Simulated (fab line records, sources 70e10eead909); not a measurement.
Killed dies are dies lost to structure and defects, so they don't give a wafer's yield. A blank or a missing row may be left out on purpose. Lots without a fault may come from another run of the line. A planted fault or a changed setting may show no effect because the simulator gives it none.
Which tool did it? | flow nand_harc | 12 lots, 36 wafers sampled, at 5 steps of a route of 1302

WHAT THE GAUGES READ, wafer by wafer
NHARC_P_M2_INSPECT_27.
lot  | measured     | on                | raw_defect_count
L075 | day 6 23:49  | defect_inspect-02 | 168 158 162
L077 | day 7 23:07  | defect_inspect-02 | 150 195 146
L079 | day 8 19:23  | defect_inspect-02 | 323 239 175
L081 | day 9 06:05  | defect_inspect-02 | 273 293 233
L083 | day 10 08:40 | defect_inspect-02 | 217 405 194
L085 | day 11 00:05 | defect_inspect-02 | 268 263 357
L087 | day 12 11:03 | defect_inspect-01 | 226 251 275
L089 | day 13 08:29 | defect_inspect-01 | 453 211 283
L091 | day 13 17:22 | defect_inspect-01 | 398 553 212
L093 | day 14 16:29 | defect_inspect-02 | 216 323 336
L095 | day 15 10:59 | defect_inspect-01 | 315 348 225
L097 | day 16 00:37 | defect_inspect-02 | 372 432 394

WHICH TOOL RAN EACH LOT (tool, then ch and the chambers of the sampled wafers, then the start)
lot  | NHARC_P_M1_ETCH_15                            | NHARC_P_M1_CMP_23             | NHARC_P_M2_DESCUM_14               | NHARC_P_M2_ANNEAL_31
L075 | rie_diel-12 ch 0,1,3, day 6 19:10 or earlier  | cmp-01 ch 2,3, day 6 19:10    | rie_diel-02 ch 1,2, day 6 21:13    | rtp_anneal-01 ch 0, day 6 22:59
L077 | rie_diel-01 ch 0,1,3, day 7 18:29 or earlier  | cmp-01 ch 0,3, day 7 18:29    | rie_diel-02 ch 1,3, day 7 20:33    | rtp_anneal-02 ch 0, day 7 22:18
L079 | rie_diel-01 ch 0,1,3, day 8 14:46 or earlier  | cmp-02 ch 0,2,3, day 8 14:46  | rie_diel-10 ch 0,1,3, day 8 16:49  | rtp_anneal-02 ch 0, day 8 18:34
L081 | rie_diel-01 ch 0,1,2, day 9 01:23 or earlier  | cmp-04 ch 1,2,3, day 9 01:23  | rie_diel-09 ch 2,3, day 9 03:31    | rtp_anneal-02 ch 0, day 9 05:16
L083 | rie_diel-01 ch 1,2,3, day 10 04:02 or earlier | cmp-02 ch 0,1, day 10 04:02   | rie_diel-09 ch 0,1,3, day 10 06:05 | rtp_anneal-01 ch 0, day 10 08:00
L085 | rie_diel-01 ch 0,1,2, day 10 19:37 or earlier | cmp-04 ch 0,1, day 10 19:37   | rie_diel-09 ch 1,2,3, day 10 21:31 | rtp_anneal-02 ch 0, day 10 23:16
L087 | rie_diel-08 ch 0,1, day 12 06:25 or earlier   | cmp-01 ch 2,3, day 12 06:25   | rie_diel-10 ch 0,2, day 12 08:26   | rtp_anneal-02 ch 0, day 12 10:14
L089 | rie_diel-01 ch 0,1, day 13 03:58 or earlier   | cmp-02 ch 0,1,2, day 13 03:58 | rie_diel-02 ch 1,2, day 13 05:55   | rtp_anneal-02 ch 0, day 13 07:47
L091 | rie_diel-08 ch 0,1,3, day 13 12:44 or earlier | cmp-04 ch 0,1, day 13 12:44   | rie_diel-02 ch 1,3, day 13 14:47   | rtp_anneal-01 ch 0, day 13 16:37
L093 | rie_diel-01 ch 1,2,3, day 14 11:52 or earlier | cmp-01 ch 0,1, day 14 11:52   | rie_diel-02 ch 1,2, day 14 13:55   | rtp_anneal-02 ch 0, day 14 15:40
L095 | rie_diel-08 ch 0,1, day 15 04:11              | cmp-02 ch 1,2,3, day 15 06:12 | rie_diel-02 ch 1,2,3, day 15 08:25 | rtp_anneal-01 ch 0, day 15 10:10
L097 | rie_diel-01 ch 0,2,3, day 15 20:00 or earlier | cmp-04 ch 0,1,3, day 15 20:00 | rie_diel-02 ch 0,1,3, day 15 22:01 | rtp_anneal-01 ch 0, day 15 23:47
- NHARC_P_M1_ETCH_15: etches the open film in C4F8/Ar, target depth 182.5 nm, time 91.2 s.
- NHARC_P_M1_CMP_23: polishes, t overpolish 20 s, target thk 157.82 nm.
- NHARC_P_M2_DESCUM_14: chemistry O2, time 3 s.
- NHARC_P_M2_ANNEAL_31: time 90 s.

THE ANSWER, worked out from the rows above alone
Rule: what is usual is taken from the lots themselves. Put in order of their means at a reading, lots are off if they are a third of the lots or fewer, leave a main group of 4 or more, and stand apart from it by a gap of 3 or more times the standard deviation of the main group's means; of several such gaps the widest counts. A main group whose means are all the same, to the digits that the tables above print for the reading, isn't used. A lot without any number at a reading at which 4 lots or more have one is off too. The other lots that the step has rows for count as sound.
No lot is off at any reading shown: from this, nothing can be told.

WHAT THE SIMULATOR HAD PUT IN
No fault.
